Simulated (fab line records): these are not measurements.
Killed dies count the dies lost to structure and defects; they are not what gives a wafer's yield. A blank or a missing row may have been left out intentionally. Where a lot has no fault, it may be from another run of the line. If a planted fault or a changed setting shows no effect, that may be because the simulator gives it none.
Lot-split experiment	flow n5-finfet	route with 1938 steps; 7 lots, 21 wafers read

SPLIT DETAILS
At N5_BEOL_M1_TRENCH_ETCH_37 (etches SiOC in C4F6/O2, target depth 55.207 nm, time 29 s), the setting time-s was moved away from the recipe's 29 s on 5 of the 21 wafers read, by -18.4% to -12.0%. All remaining wafers had this setting at the recipe value.

FROM THE SPLIT TO THE READING: what the file shows between them, 2 steps
- N5_BEOL_M1_ETCH_41: etches SiCN in CH3F/O2, target depth 31.9 nm, time 57.8 s
- N5_BEOL_M1_STRIP_97: strips in N2/H2, time 10 s

THE READING
trench-depth-nm, in nm, at N5_BEOL_M1_OCD_MEAS_38. A value of 54.9 nm with a standard deviation of 0.88 nm is what fault-free wafers of this fab line usually give.

wafer	tool, chamber at the split	time-s as run, s	against the recipe	trench-depth-nm, nm	against lot-mates on the recipe
L076.2	rie-diel-02, 2	24.32	-16.1%	45.5	-10.4
L076.4	rie-diel-02, 3	29	recipe	55.9	-
L076.5	rie-diel-02, 3	24.32	-16.1%	46.9	-9.0
L078.2	rie-diel-02, 2	29	recipe	55.5	-
L078.3	rie-diel-02, 1	29	recipe	56.7	-
L078.4	rie-diel-02, 0	29	recipe	54.7	-
L079.4	rie-diel-03, 3	29	recipe	55.7	-
L079.5	rie-diel-03, 3	29	recipe	55.5	-
L079.6	rie-diel-03, 0	29	recipe	55.3	-
L081.1	rie-diel-02, 3	29	recipe	55.8	-
L081.2	rie-diel-02, 2	29	recipe	53.6	-
L081.6	rie-diel-02, 2	29	recipe	54.0	-
L083.3	rie-diel-03, 1	29	recipe	54.3	-
L083.4	rie-diel-03, 3	25.52	-12.0%	48.7	-5.8
L083.5	rie-diel-03, 2	29	recipe	54.8	-
L084.2	rie-diel-01, 0	29	recipe	55.5	-
L084.3	rie-diel-01, 1	29	recipe	56.8	-
L084.6	rie-diel-01, 0	29	recipe	55.3	-
L096.2	rie-diel-02, 0	23.65	-18.4%	44.0	-11.2
L096.4	rie-diel-02, 3	23.65	-18.4%	45.0	-10.2
L096.5	rie-diel-02, 3	29	recipe	55.2	-

THE FIT
A straight line over all 21 wafers: trench-depth-nm changes by +0.573 nm for each +1% of time-s; r = +0.98; the points scatter about the line by 0.83 nm.
The same after taking each lot's own level away (the mean of its wafers on the recipe; 21 wafers): +0.579 nm for each +1%; r = +0.99; scatter 0.7 nm.
The reading moves by 11 nm for the largest change in time-s, on that fit.
The lots' own levels span 54.47 to 55.90 nm, that is 1.6 times the standard deviation above.
The two slopes agree, so the slope changes little with the lot-to-lot level.
Check: for one of the wafers moved furthest among these (-18.4%), held out of the fit, the line's prediction against its lot-mates is -10.5 nm. It came out at -11.2 nm against them.

OTHER SPLITS APPLIED TO THESE WAFERS
Before the reading, these wafers also passed through other splits. Each is held against what the fit with the lots' levels taken away leaves over:
other split on the same wafers	wafers away from the commonest value	r with trench-depth-nm (lot level and that fit taken away)
N5_DUMMY_GATE_COAT_28 spin-rpm	3	+0.10
N5_SD_EPI_N_ETCH_16 target-depth-a	5	-0.22
N5_SDB_ETCH_25 time-s	4	+0.16
N5_HKMG_FIN_COAT_43 spin-rpm	2	-0.35
N5_HKMG_FIN_ETCH_55 bias-w	3	+0.25
N5_GATE_CUT_ALD_22 ald-cycles	9	-0.16
N5_GATE_CUT_CMP_23 down-force-psi	9	+0.03
N5_MOL_CONTACT_COAG_ETCH_15 source-w	9	+0.32
N5_MOL_CONTACT_COAG_VIA_ETCH_46 bias-w	5	+0.08
N5_BEOL_M0_SAQP_HM_DEP_02 target-thk-a	6	-0.04
N5_BEOL_M0_CUTY_EXPOSE_54 dose-mj	11	-0.17
N5_BEOL_M0_ETCH_138 source-w	8	-0.30

THE WHOLE CHAIN: every reading that the file lists as answering this split, in the file's order
step	what it does	reading	change (the file's fit)	r (the file's)
N5_BEOL_M1_TRENCH_ETCH_37	etches SiOC in C4F6/O2, target depth 55.207 nm, time 29 s	BEOL_M1.feature-depth-nm (the simulator's own value, which no gauge read)	+0.558 nm for each +1% of the setting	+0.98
N5_BEOL_M1_TRENCH_ETCH_37	etches SiOC in C4F6/O2, target depth 55.207 nm, time 29 s	etch.depth-nm (the simulator's own value, which no gauge read)	+0.558 nm for each +1% of the setting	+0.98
N5_BEOL_M1_OCD_MEAS_38		trench-depth-nm	+0.571 nm for each +1% of the setting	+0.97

FILE'S OWN FIT
trench-depth-nm changes by +0.571 nm for each +1% of time-s, r = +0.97.
